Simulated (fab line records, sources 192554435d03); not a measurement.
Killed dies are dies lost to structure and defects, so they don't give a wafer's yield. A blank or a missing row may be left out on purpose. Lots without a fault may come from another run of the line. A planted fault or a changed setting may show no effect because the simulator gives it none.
Split-lot experiment | flow n5_finfet | 7 lots, 21 wafers read, on a route of 1938 steps

THE SPLIT
At N5_BEOL_M1_TRENCH_ETCH_37 (etches SiOC in C4F6/O2, target depth 55.207 nm, time 29 s), the setting bias_w was moved away from the recipe's 185 W on 4 of the 21 wafers read, by -15.1% to +13.2%. The other wafers ran this setting at the recipe's value.

The reading is taken at the split's own step.

THE READING
rf_vpp_V, in V, at N5_BEOL_M1_TRENCH_ETCH_37 (etches SiOC in C4F6/O2, target depth 55.207 nm, time 29 s). Fault-free wafers of this fab line usually give 671 V, standard deviation 9.1 V.

wafer  | tool, chamber at the split | bias_w as run, W | against the recipe | rf_vpp_V, V | against lot-mates on the recipe
L076.1 | rie_diel-04, 0             | 185              | recipe             | 661         | -
L076.3 | rie_diel-04, 1             | 185              | recipe             | 662         | -
L076.4 | rie_diel-04, 2             | 185              | recipe             | 687         | -
L086.2 | rie_diel-05, 1             | 185              | recipe             | 666         | -
L086.3 | rie_diel-05, 0             | 185              | recipe             | 686         | -
L086.4 | rie_diel-05, 3             | 185              | recipe             | 667         | -
L089.1 | rie_diel-02, 0             | 185              | recipe             | 675         | -
L089.4 | rie_diel-02, 3             | 185              | recipe             | 666         | -
L089.5 | rie_diel-02, 1             | 185              | recipe             | 672         | -
L087.1 | rie_diel-04, 0             | 185              | recipe             | 674         | -
L087.2 | rie_diel-04, 3             | 185              | recipe             | 658         | -
L087.6 | rie_diel-04, 3             | 157.1            | -15.1%             | 577         | -89
L090.2 | rie_diel-05, 2             | 185              | recipe             | 657         | -
L090.4 | rie_diel-05, 1             | 209.5            | +13.2%             | 735         | +63
L090.5 | rie_diel-05, 0             | 185              | recipe             | 687         | -
L092.2 | rie_diel-02, 3             | 203              | +9.7%              | 720         | +44
L092.3 | rie_diel-02, 2             | 185              | recipe             | 678         | -
L092.4 | rie_diel-02, 0             | 185              | recipe             | 674         | -
L094.1 | rie_diel-04, 2             | 174              | -5.9%              | 654         | -12
L094.5 | rie_diel-04, 0             | 185              | recipe             | 673         | -
L094.6 | rie_diel-04, 1             | 185              | recipe             | 660         | -

THE FIT
A straight line over all 21 wafers: rf_vpp_V changes by +5.34 V for each +1% of bias_w; r = +0.94; the points scatter about the line by 10 V.
The same after taking each lot's own level away (the mean of its wafers on the recipe; 21 wafers): +5.03 V for each +1%; r = +0.94; scatter 10 V.
On that fit, the largest move of bias_w shifts the reading by 76 V.
The lots' own levels span 666.0 to 676.0 V, that is 1.1 times the standard deviation above.
So the lot-to-lot level changes the slope little: the two slopes agree.
Check: with one of the wafers moved furthest among these (-15.1%) left out of the fit, the line predicts -64.1 V for it against its lot-mates. It came out at -89 V against them.
Tool readings at the split's step, against how far the setting was moved: rf_vpp_V r = +0.94.

OTHER SPLITS ON THESE WAFERS
These wafers also went through other splits before the reading. Each is held against what the fit with the lots' levels taken away leaves over:
other split on the same wafers    | wafers away from the commonest value | r with rf_vpp_V (lot level and that fit taken away)
N5_BEOL_M0_CUTY_COAT_51 spin_rpm  | 4                                    | -0.21
N5_BEOL_M0_CUTY_DESCUM_61 time_s  | 7                                    | +0.01
N5_BEOL_M1_PECVD_72 time_s        | 11                                   | -0.25
N5_BEOL_M1_HM_DEP_02 target_thk_a | 5                                    | -0.18

THE FILE'S OWN FIT
rf_vpp_V changes by +5.03 V for each +1% of bias_w, r = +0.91.
